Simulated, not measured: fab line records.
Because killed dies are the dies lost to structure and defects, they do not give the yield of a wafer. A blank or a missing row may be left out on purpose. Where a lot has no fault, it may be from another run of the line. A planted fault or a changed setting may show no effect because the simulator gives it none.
Comparing a struck lot with a sound one | flow n5Finfet | 16 out of 1938 route steps
Sound: wafers L201.3, L201.5, L201.6. Struck: wafers L197.1, L197.2, L197.4. At the end, the cause is stated.
Per side, at each step with rows, come the tool, then ch with its chambers, and then its first start. Under that, the readings that differ: sound wafers | struck wafers | difference of the means | sigmas: that difference in standard deviations of wafers without a fault.
alike: a reading whose means differ by less than 2 such deviations, as well as words and numbers matching on both sides. not compared: withheld readings; readings where some wafer has no value; bounds like >300 that might hide an equal value; numbers whose values overlap and for which the record gives no deviation.
Wherever a step has rows on one side only, a row that says differs or no value, or a row with sigmas, the two part there. When numbers do not overlap yet have no deviation, they are printed without sigmas and do not part them. A reading that every wafer of one side lacks parts them only if that side has two wafers or more.

first, 2 steps without rows for these wafers: N5_FIN_SAQP_STRIP_23 (strips in SPM, time 750 s); N5_FIN_SAQP_SRD_66 (time 30 s).
N5_FIN_SAQP_RECESS_75: chemistry HF/NH3, target SiO2, target depth 14.4 nm, afs cycles 3, sublimation time 60 s.
  sound on vaporEtch-02 ch 0,1, day 6 04:05; struck on vaporEtch-01 ch 0,1, day 5 05:18
  alike: drypumpMotorCurrentA
then, 2 steps without rows for these wafers: N5_FIN_SAQP_SPACER1_ALD_24 (deposits SiO2, target thk 20.3 nm, pulse time 1 s, purge time 2 s); N5_FIN_SAQP_SPACER1_ETCHBACK_25 (etches SiO2 in CHF3/O2, target depth 24.4 nm, time 12.2 s).
N5_FIN_SAQP_MANDREL1_REMOVE_56: chemistry HBr/Cl2/O2, target a-Si, stops on SiNx, bt time 10 s.
  sound on rieSi-03 ch 0,2, day 6 05:09; struck on rieSi-06 ch 1,2,3, day 5 06:29
  alike: drypumpMotorCurrentA, oesProductAu, throttleValvePct
  not compared: rfHoursCounterH
N5_FIN_SAQP_CD_MEAS_27: the cd target is 20 nm.
  sound on cdSem-02 ch 0, day 6 05:16; struck on cdSem-01 ch 0, day 5 06:36
reading   | sound             | struck            | difference | sigmas
cdNm (nm) | 20.44 20.56 20.68 | 19.91 20.12 20.09 | -0.52      | -2
N5_FIN_SAQP_ETCH_57: etches SiNx in CH3F/O2, target depth 32.5 nm, time 46.4 s.
  sound on rieDiel-02 ch 0,2,3, day 6 05:19; struck on rieDiel-01 ch 0,2,3, day 5 06:39
  alike: drypumpMotorCurrentA, etchRfOnTimeS, oesProductAu, rfFwdPowerW, rfVppV, showerheadPlenumPTorr, throttleValvePct
  not compared: rfHoursCounterH
N5_FIN_SAQP_ETCH_65: etches SiO2 in CF4, target depth 4 nm, time 4.4 s.
  sound on rieSi-01 ch 1,2, day 6 05:25; struck on rieSi-03 ch 0,1,2, day 5 06:45
  alike: drypumpMotorCurrentA, oesProductAu, rfFwdPowerW, throttleValvePct
  not compared: rfHoursCounterH
then, 3 steps without rows for these wafers: N5_FIN_SAQP_MANDREL_ETCH_58 (etches a-Si in HBr/Cl2, stops on SiNx, target depth 45 nm, bt time 10 s, time 27 s); N5_FIN_SAQP_RECESS_63 (chemistry HF/NH3, target SiO2, target depth 18 nm, afs cycles 3, sublimation time 60 s); N5_FIN_SAQP_COAT_68 (time 60 s, resist thk 100 nm).
N5_FIN_SAQP_ETCH_69: etches SOC in N2/H2, stops on SiNx, target depth 150 nm.
  sound on rieDiel-02 ch 0,2,3, day 6 05:59; struck on rieDiel-01 ch 0,2,3, day 5 07:19
reading                                  | sound             | struck            | difference | sigmas
rfFwdPowerW (W)                          | 844.6 846.9 845.5 | 996.4 997.7 999.2 | +152.1     | +52
rfVppV (V)                               | 242.7 240.4 243.2 | 226.9 226.5 226.1 | -15.6      | -11
model.SOC_of_FIN_SAQP_COAT_68.thkNm (nm) | 4.6 3.4 3.6       | 0 0 0             | -4         | 
  alike: drypumpMotorCurrentA, h2FlowSccm, oesProductAu, showerheadPlenumPTorr, throttleValvePct, model.etch.depthNm
  not compared: rfHoursCounterH
N5_FIN_SAQP_ETCH_67: etches SiNx in CH3F/O2, target depth 30 nm.
  sound on rieDiel-02 ch 0,2,3, day 6 06:02; struck on rieDiel-01 ch 0,2,3, day 5 07:23
  alike: drypumpMotorCurrentA, oesProductAu, rfFwdPowerW, rfVppV, showerheadPlenumPTorr, throttleValvePct
  not compared: rfHoursCounterH
-- here the record skips 6 days between the struck wafers' starts before and after, leaving off in module FIN_SAQP and picking up in module BEOL_M4 (first step shown: number 1111 of the route) --
N5_BEOL_M4_RC_MEAS_101:
  sound on prober-02 ch 0, day 13 00:07; struck on prober-01 ch 0, day 11 16:17
  alike: DIBL_N, DIBL_P, IOFF_N, IOFF_P, ION_N, ION_P, SS_N, SS_P, VT_N, VT_P
-- the record jumps here: 4 days lie between the struck wafers' starts before and after (it left off in module BEOL_M4 and takes up again in module PASSIVATION, whose first step shown is number 1936 of the route) --
N5_PASSIVATION_PROBE_49:
  the record has rows for the struck wafers here (prober-01, day 16 04:10) and none for the sound ones

== WHERE THEY PART ==
First at N5_FIN_SAQP_CD_MEAS_27; last, within this record, at N5_PASSIVATION_PROBE_49.

WHY: the cause the simulator had injected
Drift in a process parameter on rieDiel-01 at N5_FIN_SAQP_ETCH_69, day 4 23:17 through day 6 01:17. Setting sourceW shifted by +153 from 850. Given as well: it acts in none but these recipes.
